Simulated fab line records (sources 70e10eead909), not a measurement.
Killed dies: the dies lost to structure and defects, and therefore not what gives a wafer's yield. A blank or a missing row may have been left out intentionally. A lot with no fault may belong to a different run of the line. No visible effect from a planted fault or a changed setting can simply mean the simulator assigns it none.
fab line records	flow nandHarc
record lots=24	wafers=72	lastDay=34
route steps=1302 shown P_BONDPAD@365 A_CHANNEL_HOLE_D1@462 A_CHANNEL_FILL_D1@500 A_DECK1_JOINT@539
lots untouched by any fault: they come from a run of this same line in which no faults occurred
startH: start of the lot's first displayed wafer, in hours after the record's first day	waitH: time in hours since the lot's previous step	" identical to the entry in the row above	L1.1+2: a row that stands for several wafers	- either no value or no given start	* or withheld: withheld	< > ~ a bound
route shown NAME@n: names a module that has steps shown in the file, with the first one's number in the route	usual: the fault-free wafers' mean and standard deviation	same: alike in all rows	chamber/n: place in a boat	sites: each site's reading	_std_site: standard deviation across them	_edge_site: the outer-site mean with the inner-site mean subtracted	radiusMm: how far each site lies from the wafer's centre	mask NAME#n: copy n	behind: tool/chamber where the wafer was last shaped	hold: the reason the lot was held/the length of the hold in hours/how it ended	device: which transistor (n, p or np) failed to switch	end of line: the route-end tests of the same wafers	a step with no rows: only its recipe	killed: not the wafer's yield, but the dies lost to structure and defects at the first sort	map: shows each die of a wafer: x if killed, . if not, _ if none is there
set.NAME: the run value of the setting; set.NAME@STEP: its run value at that earlier step	model.NAME: the simulator's own value behind a step, which no gauge read
a sample of lots followed through the steps of the route, with each step as a table and each wafer as a row
services: a tool's chamber out of use, with start hour (startH, from the record's first day; less than 0 if before it), hours out, and reason
## steps
# step NHARC_P_BONDPAD_OVL_MEAS_38
# usual overlayXNm=-2/3.8	overlayYNm=-1/6.1
lot.wafer	tool	chamber	startH	waitH	overlayXNm	overlayYNm
L074.2	overlay-02	-	131.86	-	6	-11
L074.4	"	-	"	"	6	-11
L074.5	"	-	"	"	7	-11
L075.2	overlay-01	-	144.96	-	1	2
L075.3	"	-	"	"	2	2
L075.5	"	-	"	"	2	3
L076.1	overlay-02	-	156.01	-	2	8
L076.2	"	-	"	"	2	9
L076.4	"	-	"	"	2	8
L077.2	overlay-01	-	164.58	-	0	4
L077.4	"	-	"	"	0	4
L077.6	"	-	"	"	1	4
L078.2	overlay-02	-	177.86	-	-3	2
L078.3	"	-	"	"	-4	2
L078.6	"	-	"	"	-4	2
L079.2	overlay-02	-	191.02	-	-6	4
L079.4	"	-	"	"	-5	5
L079.6	"	-	"	"	-5	4
L080.3	overlay-02	-	195.43	-	-2	2
L080.4	"	-	"	"	-1	2
L080.6	"	-	"	"	-2	2
L081.1	overlay-02	-	205.37	-	-5	-12
L081.5	"	-	"	"	-4	-12
L081.6	"	-	"	"	-6	-12
L082.2	overlay-02	-	220.98	-	-10	1
L082.5	"	-	"	"	-10	1
L082.6	"	-	"	"	-11	1
L083.1	overlay-02	-	231.14	-	-3	-1
L083.4	"	-	"	"	-4	-2
L083.6	"	-	"	"	-3	-2
L085.2	overlay-02	-	244.64	-	6	-7
L085.3	"	-	"	"	6	-7
L085.5	"	-	"	"	7	-7
L084.4	overlay-01	-	247.16	-	0	-7
L084.5	"	-	"	"	0	-7
L084.6	"	-	"	"	1	-7
L086.2	overlay-02	-	255.98	-	0	-4
L086.3	"	-	"	"	0	-4
L086.6	"	-	"	"	0	-4
L087.3	overlay-01	-	263.24	-	-2	-3
L087.5	"	-	"	"	-2	-2
L087.6	"	-	"	"	-2	-2
L088.3	overlay-02	-	279.30	-	-4	-7
L088.4	"	-	"	"	-4	-8
L088.6	"	-	"	"	-4	-7
L089.2	overlay-02	-	285.28	-	1	4
L089.3	"	-	"	"	1	4
L089.6	"	-	"	"	1	4
L090.1	overlay-01	-	297.12	-	-6	-3
L090.2	"	-	"	"	-6	-3
L090.6	"	-	"	"	-6	-2
L091.2	overlay-02	-	308.52	-	-3	-1
L091.3	"	-	"	"	-2	-1
L091.6	"	-	"	"	-2	-1
L092.1	overlay-02	-	313.40	-	-2	0
L092.2	"	-	"	"	-2	1
L092.6	"	-	"	"	-2	1
L093.2	overlay-02	-	324.14	-	-3	4
L093.3	"	-	"	"	-3	3
L093.4	"	-	"	"	-3	3
L095.1	overlay-01	-	343.05	-	-4	6
L095.2	"	-	"	"	-5	6
L095.5	"	-	"	"	-4	6
L094.1	overlay-01	-	346.36	-	-5	8
L094.2	"	-	"	"	-5	9
L094.5	"	-	"	"	-5	9
L096.1	overlay-01	-	357.70	-	-6	-12
L096.3	"	-	"	"	-6	-13
L096.4	"	-	"	"	-6	-13
L097.2	overlay-02	-	373.15	-	0	5
L097.5	"	-	"	"	0	5
L097.6	"	-	"	"	0	5
# step NHARC_P_BONDPAD_PRE_CLEAN_26
# recipe timeS=30	tempC=280	gas=H2/He
# usual heaterPowerW=417/49
# same timeS=30
lot.wafer	tool	chamber	startH	waitH	heaterPowerW
L074.4	pvdSputter-02	-	-	-	383
L074.2	"	-	"	"	382
L074.5	"	-	"	"	377
L075.2	pvdSputter-02	-	-	-	378
L075.3	"	-	"	"	380
L075.5	"	-	"	"	382
L076.4	pvdSputter-01	-	-	-	483
L076.2	"	-	"	"	359
L076.1	"	-	"	"	510
L077.2	pvdSputter-03	-	-	-	483
L077.4	"	-	"	"	423
L077.6	"	-	"	"	505
L078.3	pvdSputter-01	-	-	-	454
L078.2	"	-	"	"	383
L078.6	"	-	"	"	458
L079.4	pvdSputter-02	-	-	-	371
L079.2	"	-	"	"	386
L079.6	"	-	"	"	423
L080.3	pvdSputter-02	-	-	-	394
L080.4	"	-	"	"	384
L080.6	"	-	"	"	390
L081.1	pvdSputter-03	-	-	-	372
L081.6	"	-	"	"	363
L081.5	"	-	"	"	478
L082.2	pvdSputter-01	-	-	-	500
L082.6	"	-	"	"	375
L082.5	"	-	"	"	347
L083.1	pvdSputter-02	-	-	-	381
L083.4	"	-	"	"	438
L083.6	"	-	"	"	379
L085.2	pvdSputter-03	-	-	-	375
L085.3	"	-	"	"	400
L085.5	"	-	"	"	399
L084.4	pvdSputter-03	-	-	-	369
L084.5	"	-	"	"	491
L084.6	"	-	"	"	421
L086.2	pvdSputter-02	-	-	-	387
L086.3	"	-	"	"	382
L086.6	"	-	"	"	383
L087.3	pvdSputter-03	-	-	-	491
L087.5	"	-	"	"	416
L087.6	"	-	"	"	400
L088.3	pvdSputter-03	-	-	-	415
L088.4	"	-	"	"	490
L088.6	"	-	"	"	402
L089.3	pvdSputter-03	-	-	-	501
L089.2	"	-	"	"	410
L089.6	"	-	"	"	368
L090.1	pvdSputter-01	-	-	-	390
L090.2	"	-	"	"	381
L090.6	"	-	"	"	391
L091.2	pvdSputter-01	-	-	-	542
L091.3	"	-	"	"	389
L091.6	"	-	"	"	466
L092.1	pvdSputter-02	-	-	-	434
L092.2	"	-	"	"	392
L092.6	"	-	"	"	437
L093.4	pvdSputter-03	-	-	-	490
L093.2	"	-	"	"	415
L093.3	"	-	"	"	406
L095.1	pvdSputter-01	-	-	-	471
L095.2	"	-	"	"	396
L095.5	"	-	"	"	537
L094.1	pvdSputter-03	-	-	-	375
L094.2	"	-	"	"	428
L094.5	"	-	"	"	361
L096.1	pvdSputter-02	-	-	-	423
L096.4	"	-	"	"	399
L096.3	"	-	"	"	380
L097.2	pvdSputter-03	-	-	-	381
L097.6	"	-	"	"	372
L097.5	"	-	"	"	495
# step NHARC_A_CHANNEL_HOLE_D1_CD_MEAS_10
# recipe targetCdNm=100	landingEnergyEv=500
# usual cdNm=99.9/0.56
lot.wafer	tool	chamber	startH	waitH	cdNm
L074.2	cdSem-01	0	177.32	-	100.5
L074.4	"	0	"	"	99.0
L074.5	"	0	"	"	99.2
L075.2	cdSem-01	0	193.02	-	100.0
L075.3	"	0	"	"	99.5
L075.5	"	0	"	"	99.3
L076.1	cdSem-02	0	203.29	-	99.7
L076.2	"	0	"	"	100.7
L076.4	"	0	"	"	99.4
L077.2	cdSem-01	0	208.27	-	99.7
L077.4	"	0	"	"	99.6
L077.6	"	0	"	"	99.8
L078.2	cdSem-01	0	219.36	-	100.1
L078.3	"	0	"	"	99.9
L078.6	"	0	"	"	99.0
L079.2	cdSem-03	0	240.69	-	100.2
L079.4	"	0	"	"	99.4
L079.6	"	0	"	"	100.2
L080.3	cdSem-01	0	241.64	-	99.7
L080.4	"	0	"	"	99.4
L080.6	"	0	"	"	99.1
L081.1	cdSem-03	0	249.95	-	100.0
L081.5	"	0	"	"	100.5
L081.6	"	0	"	"	99.9
L082.2	cdSem-02	0	266.26	-	99.2
L082.5	"	0	"	"	98.7
L082.6	"	0	"	"	98.8
L083.1	cdSem-01	0	275.59	-	99.8
L083.4	"	0	"	"	99.1
L083.6	"	0	"	"	98.7
L084.4	cdSem-01	0	287.40	-	99.5
L084.5	"	0	"	"	100.3
L084.6	"	0	"	"	100.5
L085.2	cdSem-03	0	287.55	-	100.0
L085.3	"	0	"	"	100.2
L085.5	"	0	"	"	100.5
L087.3	cdSem-02	0	302.45	-	100.1
L087.5	"	0	"	"	100.2
L087.6	"	0	"	"	101.0
L086.2	cdSem-01	0	303.40	-	100.2
L086.3	"	0	"	"	100.3
L086.6	"	0	"	"	100.8
L088.3	cdSem-02	0	324.95	-	99.2
L088.4	"	0	"	"	99.4
L088.6	"	0	"	"	100.4
L089.2	cdSem-01	0	329.38	-	100.3
L089.3	"	0	"	"	100.4
L089.6	"	0	"	"	100.6
L090.1	cdSem-01	0	342.17	-	99.5
L090.2	"	0	"	"	100.1
L090.6	"	0	"	"	99.5
L091.2	cdSem-03	0	356.07	-	100.0
L091.3	"	0	"	"	100.1
L091.6	"	0	"	"	99.5
L092.1	cdSem-03	0	358.52	-	99.8
L092.2	"	0	"	"	99.7
L092.6	"	0	"	"	99.3
L093.2	cdSem-02	0	370.94	-	100.3
L093.3	"	0	"	"	99.6
L093.4	"	0	"	"	100.4
L095.1	cdSem-01	0	388.98	-	100.8
L095.2	"	0	"	"	100.6
L095.5	"	0	"	"	100.3
L094.1	cdSem-03	0	390.99	-	100.7
L094.2	"	0	"	"	100.3
L094.5	"	0	"	"	100.8
L096.1	cdSem-01	0	402.68	-	100.2
L096.3	"	0	"	"	98.9
L096.4	"	0	"	"	98.9
L097.2	cdSem-02	0	416.89	-	100.5
L097.5	"	0	"	"	100.3
L097.6	"	0	"	"	100.1
# step NHARC_A_CHANNEL_HOLE_D1_OVL_MEAS_11
# usual overlayXNm=0.3/0.65	overlayYNm=-0.1/0.76
lot.wafer	tool	chamber	startH	waitH	overlayXNm	overlayYNm
L074.2	overlay-01	-	177.41	-	0.0	-1.6
L074.4	"	-	"	"	0.6	-1.1
L074.5	"	-	"	"	0.1	-1.1
L075.2	overlay-01	-	193.11	-	-1.7	-0.1
L075.3	"	-	"	"	-0.7	0.5
L075.5	"	-	"	"	-1.7	-0.1
L076.1	overlay-02	-	203.38	-	0.5	0.1
L076.2	"	-	"	"	1.1	0.0
L076.4	"	-	"	"	1.3	-0.2
L077.2	overlay-01	-	208.35	-	1.3	-0.4
L077.4	"	-	"	"	1.7	-0.4
L077.6	"	-	"	"	1.0	-0.8
L078.2	overlay-01	-	219.45	-	-0.3	-0.7
L078.3	"	-	"	"	0.0	-0.1
L078.6	"	-	"	"	0.2	0.0
L079.2	overlay-02	-	240.78	-	0.1	0.7
L079.4	"	-	"	"	1.0	0.6
L079.6	"	-	"	"	0.4	0.7
L080.3	overlay-01	-	241.72	-	0.5	-1.7
L080.4	"	-	"	"	0.2	-1.5
L080.6	"	-	"	"	0.1	-1.3
L081.1	overlay-02	-	250.04	-	0.0	1.0
L081.5	"	-	"	"	-0.7	0.0
L081.6	"	-	"	"	0.1	0.4
L082.2	overlay-01	-	266.35	-	1.1	1.9
L082.5	"	-	"	"	1.1	2.1
L082.6	"	-	"	"	0.3	1.8
L083.1	overlay-01	-	275.67	-	-0.5	-1.5
L083.4	"	-	"	"	-0.1	-1.8
L083.6	"	-	"	"	0.5	-0.8
L084.4	overlay-02	-	287.49	-	0.6	0.9
L084.5	"	-	"	"	0.7	0.4
L084.6	"	-	"	"	0.2	0.8
L085.2	overlay-01	-	287.64	-	0.7	-0.4
L085.3	"	-	"	"	1.6	-0.7
L085.5	"	-	"	"	1.1	0.0
L087.3	overlay-01	-	302.53	-	0.0	-0.3
L087.5	"	-	"	"	0.2	-0.7
L087.6	"	-	"	"	-0.1	-0.7
L086.2	overlay-02	-	303.49	-	0.1	-0.1
L086.3	"	-	"	"	-0.2	-0.9
L086.6	"	-	"	"	0.4	-0.8
L088.3	overlay-02	-	325.03	-	0.8	-0.4
L088.4	"	-	"	"	0.2	0.0
L088.6	"	-	"	"	1.2	-0.2
L089.2	overlay-02	-	329.46	-	0.2	-0.8
L089.3	"	-	"	"	0.4	-0.3
L089.6	"	-	"	"	1.2	0.3
L090.1	overlay-02	-	342.26	-	-0.1	-0.4
L090.2	"	-	"	"	-0.4	-0.3
L090.6	"	-	"	"	0.3	-0.3
L091.2	overlay-02	-	356.16	-	0.8	-0.8
L091.3	"	-	"	"	0.5	-0.8
L091.6	"	-	"	"	0.9	-0.6
L092.1	overlay-02	-	358.61	-	0.1	-0.2
L092.2	"	-	"	"	0.1	-0.2
L092.6	"	-	"	"	0.8	-0.1
L093.2	overlay-02	-	371.03	-	-0.3	-0.1
L093.3	"	-	"	"	0.2	0.7
L093.4	"	-	"	"	-0.2	0.1
L095.1	overlay-02	-	389.07	-	1.1	0.2
L095.2	"	-	"	"	0.3	0.6
L095.5	"	-	"	"	0.2	0.0
L094.1	overlay-01	-	391.08	-	0.2	0.1
L094.2	"	-	"	"	0.2	0.3
L094.5	"	-	"	"	0.0	0.0
L096.1	overlay-01	-	402.77	-	-0.3	-1.0
L096.3	"	-	"	"	0.3	-1.4
L096.4	"	-	"	"	0.5	-0.7
L097.2	overlay-02	-	416.98	-	-0.6	-0.1
L097.5	"	-	"	"	-0.9	0.3
L097.6	"	-	"	"	-1.3	0.0
# step NHARC_A_CHANNEL_FILL_D1_ETCHBACK_20
# recipe targetDepthA=270	timeS=13.5	c4f8FlowSccm=withheld	o2FlowSccm=8	arFlowSccm=withheld	rfW=600	biasW=1500	chemistry=C4F8/O2/Ar
# usual oesProductAu=0.95/0.037	rfVppV=983/3.6
# same timeS=13.5
lot.wafer	tool	chamber	startH	waitH	oesProductAu	rfHoursCounterH	rfVppV
L074.2	rieDiel-07	1	214.65	-	1.01	4.7	984
L074.4	"	2	"	"	1.01	5.3	987
L074.5	"	2	"	"	0.99	-	987
L075.2	rieDiel-03	1	226.44	-	0.91	5.8	984
L075.3	"	3	"	"	0.93	7.1	977
L075.5	"	1	"	"	0.92	-	985
L076.1	rieDiel-06	1	234.55	-	1.00	5.2	985
L076.4	"	2	"	"	1.00	5.0	984
L076.2	"	0	"	"	1.00	4.7	982
L077.4	rieDiel-07	1	240.08	-	0.93	6.6	984
L077.2	"	2	"	"	0.93	6.9	989
L077.6	"	1	"	"	0.93	-	983
L078.3	rieDiel-06	3	251.72	-	0.92	4.8	981
L078.2	"	1	"	"	0.93	5.7	982
L078.6	"	0	"	"	0.93	-	983
L079.4	rieDiel-03	1	275.59	-	0.92	7.9	984
L079.2	"	0	"	"	0.92	5.0	975
L079.6	"	1	"	"	0.92	-	986
L080.3	rieDiel-07	3	275.61	-	0.92	8.2	986
L080.4	"	0	"	"	0.92	8.0	982
L080.6	"	1	"	"	0.93	-	983
L081.1	rieDiel-07	2	285.69	-	0.92	9.1	986
L081.6	"	1	"	"	0.93	-	984
L081.5	"	2	"	"	0.93	-	988
L082.2	rieDiel-06	2	297.73	-	0.93	7.8	983
L082.6	"	3	"	"	0.92	-	983
L082.5	"	0	"	"	0.93	-	984
L083.1	rieDiel-03	0	307.45	-	1.00	0.2	974
L083.4	"	2	"	"	1.01	0.3	989
L083.6	"	0	"	"	1.00	-	974
L084.4	rieDiel-06	2	318.96	-	0.99	0.1	983
L084.6	"	2	"	"	1.00	-	983
L084.5	"	3	"	"	1.00	-	981
L085.3	rieDiel-07	2	319.03	-	1.01	3.0	987
L085.2	"	3	"	"	1.00	2.6	985
L085.5	"	0	"	"	1.00	-	980
L087.3	rieDiel-03	2	334.06	-	1.00	1.7	988
L087.5	"	2	"	"	1.00	-	988
L087.6	"	3	"	"	0.99	-	977
L086.3	rieDiel-07	1	334.09	-	1.00	2.7	983
L086.2	"	2	"	"	0.99	3.6	987
L086.6	"	0	"	"	0.99	-	981
L088.3	rieDiel-07	0	358.64	-	0.91	4.1	980
L088.4	"	3	"	"	0.92	-	986
L088.6	"	0	"	"	0.91	-	981
L089.2	rieDiel-06	3	364.81	-	0.98	2.1	981
L089.3	"	2	"	"	0.99	2.4	983
L089.6	"	0	"	"	1.00	-	982
L090.1	rieDiel-07	1	374.01	-	1.00	4.7	982
L090.2	"	2	"	"	0.99	5.4	987
L090.6	"	1	"	"	1.01	-	983
L091.3	rieDiel-06	3	387.90	-	0.98	3.4	982
L091.2	"	0	"	"	1.00	3.2	982
L091.6	"	2	"	"	0.98	-	983
L092.2	rieDiel-03	3	395.79	-	0.91	4.6	975
L092.1	"	2	"	"	0.93	4.7	988
L092.6	"	0	"	"	0.92	-	975
L093.4	rieDiel-07	1	402.25	-	0.93	6.5	983
L093.2	"	2	"	"	0.94	7.1	988
L093.3	"	0	"	"	0.91	6.6	980
L095.1	rieDiel-07	1	424.61	-	0.94	8.1	984
L095.2	"	2	"	"	0.93	8.6	987
L095.5	"	2	"	"	0.92	-	987
L094.2	rieDiel-03	2	424.63	-	0.94	6.8	989
L094.1	"	0	"	"	0.93	6.6	976
L094.5	"	3	"	"	0.92	-	977
L096.4	rieDiel-06	1	434.37	-	0.92	5.2	983
L096.1	"	3	"	"	0.91	5.8	983
L096.3	"	0	"	"	0.92	5.3	983
L097.2	rieDiel-06	2	451.00	-	0.91	6.7	982
L097.5	"	0	"	"	0.91	-	980
L097.6	"	1	"	"	0.92	-	981
# step NHARC_A_DECK1_JOINT_CMP_02
# recipe material=SiOx
# usual motorCurrentA=12.0/1.1
lot.wafer	tool	chamber	startH	waitH	motorCurrentA
L074.2	cmp-03	1	273.40	0.4	10.9
L074.4	"	2	"	"	12.7
L074.5	"	3	"	"	11.7
L075.3	cmp-03	2	285.13	0.4	12.8
L075.2	"	1	"	"	11.3
L075.5	"	3	"	"	12.2
L076.2	cmp-03	2	293.86	0.4	12.5
L076.1	"	3	"	"	11.5
L076.4	"	0	"	"	11.3
L077.2	cmp-02	1	301.83	0.4	13.3
L077.4	"	2	"	"	11.0
L077.6	"	3	"	"	13.3
L078.3	cmp-03	0	316.25	0.4	10.8
L078.2	"	1	"	"	10.5
L078.6	"	2	"	"	13.2
L079.2	cmp-02	1	335.63	0.4	13.3
L079.4	"	3	"	"	14.0
L079.6	"	2	"	"	10.9
L080.3	cmp-02	3	335.78	0.5	13.5
L080.4	"	0	"	"	12.6
L080.6	"	0	"	"	12.3
L081.1	cmp-03	2	347.31	0.4	12.8
L081.6	"	2	"	"	13.1
L081.5	"	3	"	"	12.2
L082.2	cmp-03	1	355.54	0.4	10.5
L082.6	"	1	"	"	11.2
L082.5	"	2	"	"	12.2
L083.4	cmp-02	3	363.39	0.4	13.4
L083.1	"	0	"	"	12.5
L083.6	"	2	"	"	10.5
L085.3	cmp-04	0	380.12	0.4	10.2
L085.2	"	2	"	"	10.0
L085.5	"	0	"	"	10.0
L084.4	cmp-03	0	380.12	0.4	12.0
L084.6	"	3	"	"	11.7
L084.5	"	0	"	"	10.9
L086.3	cmp-03	1	394.69	0.4	10.5
L086.2	"	2	"	"	13.1
L086.6	"	1	"	"	10.8
L087.3	cmp-02	2	394.74	0.4	10.8
L087.6	"	1	"	"	13.5
L087.5	"	2	"	"	11.2
L088.4	cmp-03	1	421.62	0.4	11.0
L088.3	"	2	"	"	12.6
L088.6	"	0	"	"	11.0
L090.2	cmp-02	2	436.73	0.4	10.7
L090.1	"	3	"	"	13.8
L090.6	"	2	"	"	10.3
L089.2	cmp-03	0	436.75	0.4	11.8
L089.3	"	1	"	"	11.4
L089.6	"	2	"	"	12.4
L091.3	cmp-02	1	453.68	0.4	13.4
L091.2	"	3	"	"	14.2
L091.6	"	0	"	"	12.8
L092.1	cmp-04	0	454.30	0.4	10.0
L092.2	"	1	"	"	13.6
L092.6	"	3	"	"	11.7
L093.3	cmp-03	3	464.33	0.4	12.2
L093.2	"	0	"	"	11.2
L093.4	"	1	"	"	11.1
L095.2	cmp-02	0	487.16	0.4	13.1
L095.1	"	2	"	"	10.3
L095.5	"	0	"	"	13.1
L094.1	cmp-03	1	487.16	0.4	10.6
L094.2	"	0	"	"	12.2
L094.5	"	2	"	"	12.5
L096.3	cmp-04	1	502.96	0.4	12.9
L096.1	"	2	"	"	10.0
L096.4	"	0	"	"	10.4
L097.2	cmp-03	1	517.74	0.4	10.6
L097.5	"	1	"	"	10.7
L097.6	"	2	"	"	12.0
## services
tool	chamber	startH	hours	kind
rieDiel-07	-	117.22	9.0	pm
cmp-03	-	125.63	5.2	repair
cmp-03	-	132.12	6.2	repair
pvdSputter-03	-	157.51	3.3	repair
cmp-03	-	163.29	4.0	pm
pvdSputter-03	-	170.00	10.0	pm
cmp-03	-	182.80	0.8	repair
cmp-03	-	217.96	5.9	repair
rieDiel-07	1	237.54	1.3	repair
cmp-03	-	261.29	4.0	pm
cmp-03	-	277.42	2.3	repair
rieDiel-07	-	294.22	9.0	pm
rieDiel-07	1	316.58	3.8	repair
cmp-03	-	328.97	0.5	repair
cmp-03	-	334.96	1.2	repair
rieDiel-07	3	346.40	2.0	repair
pvdSputter-03	-	348.00	10.0	pm
rieDiel-07	2	355.91	5.4	repair
cmp-03	-	359.29	4.0	pm
cmp-03	-	425.97	4.6	repair
cmp-03	-	437.89	5.4	repair
cmp-03	-	457.32	4.0	pm
pvdSputter-03	-	458.75	7.7	repair
cmp-03	-	481.44	2.2	repair
## key
fault none
